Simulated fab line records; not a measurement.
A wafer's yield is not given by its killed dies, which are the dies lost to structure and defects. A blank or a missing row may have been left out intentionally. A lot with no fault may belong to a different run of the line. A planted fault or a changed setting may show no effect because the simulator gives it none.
Matching of chambers | flow nand-harc | NHARC_A_CHANNEL_FILL_D1_CMP_10 on cmp-04 has 4 sister chambers
The step polishes, target thk 150 nm. 8 wafers are shown with their chamber, then 7 later ones without.

WAFERS PAIRED WITH THEIR CHAMBERS
wafer  | chamber | motor-current-A (A) | time-to-endpoint-s (s)
L090.6 | 0       | 12.1                | 16.8
L091.1 | 2       | 13.9                | 14.9
L091.2 | 0       | 12.0                | 14.6
L091.6 | 2       | 13.9                | 16.9
L092.4 | 3       | 11.2                | 16.9
L092.5 | 1       | 13.9                | 19.1
L094.1 | 1       | 14.4                | 15.4
L094.2 | 3       | 10.9                | 13.2

WAFERS WITHOUT THEIR CHAMBER
wafer  | motor-current-A (A) | time-to-endpoint-s (s)
L094.6 | 12.2                | 13.9
L095.2 | 11.6                | 13.1
L095.5 | 11.9                | 14.4
L095.6 | 11.4                | 13.4
L097.3 | 11.4                | 16.9
L097.4 | 13.6                | 15.8
L097.6 | 11.5                | 15.8

THE CHAMBER EACH PASSED THROUGH
wafer  | from the rows above     | in truth
L094.6 | 0                       | 0
L095.2 | can't be placed: 0 or 3 | 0
L095.5 | 0                       | 0
L095.6 | can't be placed: 3 or 0 | 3
L097.3 | can't be placed: 3 or 0 | 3
L097.4 | can't be placed: 2 or 1 | 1
L097.6 | can't be placed: 3 or 0 | 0
2 of 7 placed correctly. From these rows, 5 cannot be placed; in 5 the true chamber is one of the candidates. Placed wrongly: 0.
How it was worked out, from the rows above alone: a wafer's distance from a chamber is the root of the sum, over the readings, of the square of ((its reading less the chamber's mean) divided by the reading's scatter). The wafer belongs to the nearest chamber; if the next one is less than 2 further off, it can't be placed. A chamber's mean is the mean of its shown wafers. The scatter: the root of (the sum of the squares of (reading less its chamber's mean) over the shown wafers, divided by (wafers less chambers)).
